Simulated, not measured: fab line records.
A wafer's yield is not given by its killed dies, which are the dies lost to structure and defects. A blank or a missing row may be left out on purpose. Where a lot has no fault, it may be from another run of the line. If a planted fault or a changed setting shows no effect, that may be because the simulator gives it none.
Matching of chambers :: flow nand-harc :: 4 sister chambers for NHARC_A_STAIRCASE_ALD_420 on ald-hk-04
The step deposits SiO2, target thk 20 nm, pulse time 6 s, ald cycles 200. 8 wafers are shown with their chamber, then 10 later ones without.

== EACH WAFER AND ITS CHAMBER ==
wafer: L081.5
chamber: 3
heater-power-w (W): 482
precursor-pulse-height-rel: 1.005

wafer: L083.2
chamber: 0
heater-power-w (W): 496
precursor-pulse-height-rel: 0.994

wafer: L083.4
chamber: 1
heater-power-w (W): 398
precursor-pulse-height-rel: 0.977

wafer: L083.5
chamber: 3
heater-power-w (W): 449
precursor-pulse-height-rel: 1.008

wafer: L087.3
chamber: 0
heater-power-w (W): 502
precursor-pulse-height-rel: 1.021

wafer: L087.6
chamber: 2
heater-power-w (W): 437
precursor-pulse-height-rel: 1.006

wafer: L088.3
chamber: 2
heater-power-w (W): 462
precursor-pulse-height-rel: 0.994

wafer: L088.4
chamber: 1
heater-power-w (W): 427
precursor-pulse-height-rel: 0.972

== WAFERS WHOSE CHAMBER IS MISSING ==
wafer: L088.6
heater-power-w (W): 448
precursor-pulse-height-rel: 1.009

wafer: L090.2
heater-power-w (W): 458
precursor-pulse-height-rel: 1.026

wafer: L090.3
heater-power-w (W): 402
precursor-pulse-height-rel: 0.988

wafer: L090.5
heater-power-w (W): 397
precursor-pulse-height-rel: 0.976

wafer: L091.3
heater-power-w (W): 465
precursor-pulse-height-rel: 0.974

wafer: L091.4
heater-power-w (W): 492
precursor-pulse-height-rel: 1.036

wafer: L091.6
heater-power-w (W): 455
precursor-pulse-height-rel: 1.017

wafer: L093.4
heater-power-w (W): 405
precursor-pulse-height-rel: 1.003

wafer: L093.5
heater-power-w (W): 459
precursor-pulse-height-rel: 0.997

wafer: L093.6
heater-power-w (W): 398
precursor-pulse-height-rel: 1.035

== EACH ONE'S CHAMBER ==
wafer: L088.6
from the rows above: can't be placed: 2 or 3 or 0
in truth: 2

wafer: L090.2
from the rows above: can't be placed: 3 or 2 or 0
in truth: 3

wafer: L090.3
from the rows above: can't be placed: 1 or 2
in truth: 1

wafer: L090.5
from the rows above: 1
in truth: 1

wafer: L091.3
from the rows above: can't be placed: 2 or 1 or 3 or 0
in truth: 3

wafer: L091.4
from the rows above: can't be placed: 0 or 3 or 2
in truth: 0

wafer: L091.6
from the rows above: can't be placed: 3 or 2 or 0
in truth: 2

wafer: L093.4
from the rows above: can't be placed: 2 or 1 or 3
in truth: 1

wafer: L093.5
from the rows above: can't be placed: 2 or 3 or 0
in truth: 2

wafer: L093.6
from the rows above: can't be placed: 2 or 3 or 1 or 0
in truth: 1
Correctly placed: 1 of 10. These rows do not allow placing 9 (true chamber among the candidates in 9). Number placed wrongly: 0.
How it was worked out, from the rows above alone: a wafer's distance from a chamber is the root of the sum, over the readings, of the square of ((its reading less the chamber's mean) divided by the reading's scatter). If the next closest chamber is less than 2 further off than the closest, the wafer can't be placed; otherwise it belongs to the closest. A chamber's mean is the mean of its shown wafers. The scatter is the square root of a quotient: the sum, over the shown wafers, of each reading's squared deviation from its chamber's mean, divided by wafers minus chambers.
